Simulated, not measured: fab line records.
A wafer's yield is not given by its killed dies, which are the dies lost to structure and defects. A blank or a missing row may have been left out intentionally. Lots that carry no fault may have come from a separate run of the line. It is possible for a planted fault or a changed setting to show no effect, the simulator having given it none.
Chamber matching + flow n5-finfet + N5_BEOL_M3_ALD_98 on ald-sin-04 has 4 sister chambers
The step deposits SiO2, target thk 2.5 nm, pulse time 1 s, co reactant pulse time 1 s. 8 wafers are shown with their chamber, then 9 later ones without.

== WAFERS WITH THEIR CHAMBER ==
| wafer  | chamber | heater-power-w (W) | precursor-pulse-height-rel |
|--------|---------|--------------------|----------------------------|
| L078.5 | 1       | 76                 | 1.011                      |
| L079.2 | 1       | 77                 | 1.022                      |
| L081.3 | 2       | 91                 | 0.955                      |
| L080.1 | 3       | 74                 | 0.964                      |
| L080.6 | 0       | 84                 | 0.985                      |
| L083.1 | 2       | 90                 | 0.975                      |
| L083.5 | 0       | 83                 | 0.993                      |
| L083.6 | 3       | 74                 | 1.027                      |

== WAFERS WITH NO CHAMBER GIVEN ==
| wafer  | heater-power-w (W) | precursor-pulse-height-rel |
|--------|--------------------|----------------------------|
| L088.1 | 77                 | 1.013                      |
| L088.2 | 78                 | 0.981                      |
| L088.5 | 85                 | 0.983                      |
| L092.2 | 83                 | 0.953                      |
| L092.5 | 82                 | 1.016                      |
| L092.6 | 75                 | 0.977                      |
| L093.1 | 92                 | 1.022                      |
| L093.4 | 79                 | 0.995                      |
| L093.5 | 83                 | 1.000                      |

== EACH ONE'S CHAMBER ==
| wafer  | from the rows above     | in truth                   |
|--------|-------------------------|----------------------------|
| L088.1 | 1                       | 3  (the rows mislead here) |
| L088.2 | 1                       | 1                          |
| L088.5 | 0                       | 0                          |
| L092.2 | 0                       | 0                          |
| L092.5 | 0                       | 0                          |
| L092.6 | can't be placed: 3 or 1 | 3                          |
| L093.1 | 2                       | 2                          |
| L093.4 | 1                       | 1                          |
| L093.5 | 0                       | 0                          |
Correct placement for 7 of the 9. These rows do not allow placing 1 (true chamber among the candidates in 1). Wrongly placed: 1.
How it was worked out, from the rows above alone: a wafer's distance from a chamber is the root of the sum, over the readings, of the square of ((its reading less the chamber's mean) divided by the reading's scatter). If the next closest chamber is less than 2 further off than the closest, the wafer can't be placed; otherwise it belongs to the closest. A chamber's mean is the mean of its shown wafers. The scatter: take each reading less its chamber's mean, square it, sum over the shown wafers, divide by the number of wafers less the number of chambers, and take the root.
